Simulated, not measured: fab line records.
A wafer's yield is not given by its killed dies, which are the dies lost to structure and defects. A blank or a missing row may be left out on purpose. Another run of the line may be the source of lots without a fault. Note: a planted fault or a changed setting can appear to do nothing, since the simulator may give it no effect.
Matching of chambers -- flow nandHarc -- NHARC_A_BONDPAD_STRIP_15 on rieDiel-12: 4 sister chambers
The step strips in O2. 8 wafers are shown with their chamber, then 7 later ones without.

== WAFERS, EACH WITH ITS CHAMBER ==
wafer,chamber,showerheadPlenumPTorr (Torr),drypumpMotorCurrentA (A)
L077.5,1,3.44,6.6
L080.2,2,3.73,6.3
L080.5,0,3.27,5.5
L084.2,2,3.73,6.3
L084.3,1,3.43,6.6
L084.5,3,3.62,5.3
L084.1,0,3.27,5.5
L084.4,3,3.62,5.4

== WAFERS WITH NO CHAMBER GIVEN ==
wafer,showerheadPlenumPTorr (Torr),drypumpMotorCurrentA (A)
L084.6,3.73,6.3
L089.1,3.62,5.3
L089.2,3.73,6.3
L089.5,3.43,6.6
L088.1,3.27,5.5
L088.2,3.62,5.3
L088.4,3.43,6.6

== WHICH CHAMBER EACH ONE RAN IN ==
wafer,from the rows above,in truth
L084.6,2,2
L089.1,3,3
L089.2,2,2
L089.5,1,1
L088.1,0,0
L088.2,3,3
L088.4,1,1
Correctly placed: 7 of 7. Left unplaced by these rows: 0. Placed wrongly: 0.
How it was worked out, from the rows above alone: a wafer's distance from a chamber is the root of the sum, over the readings, of the square of ((its reading less the chamber's mean) divided by the reading's scatter). The wafer belongs to the nearest chamber; if the next one is less than 2 further off, it can't be placed. Each chamber's mean is taken over the wafers shown for it. The scatter: take each reading less its chamber's mean, square it, sum over the shown wafers, divide by the number of wafers less the number of chambers, and take the root.
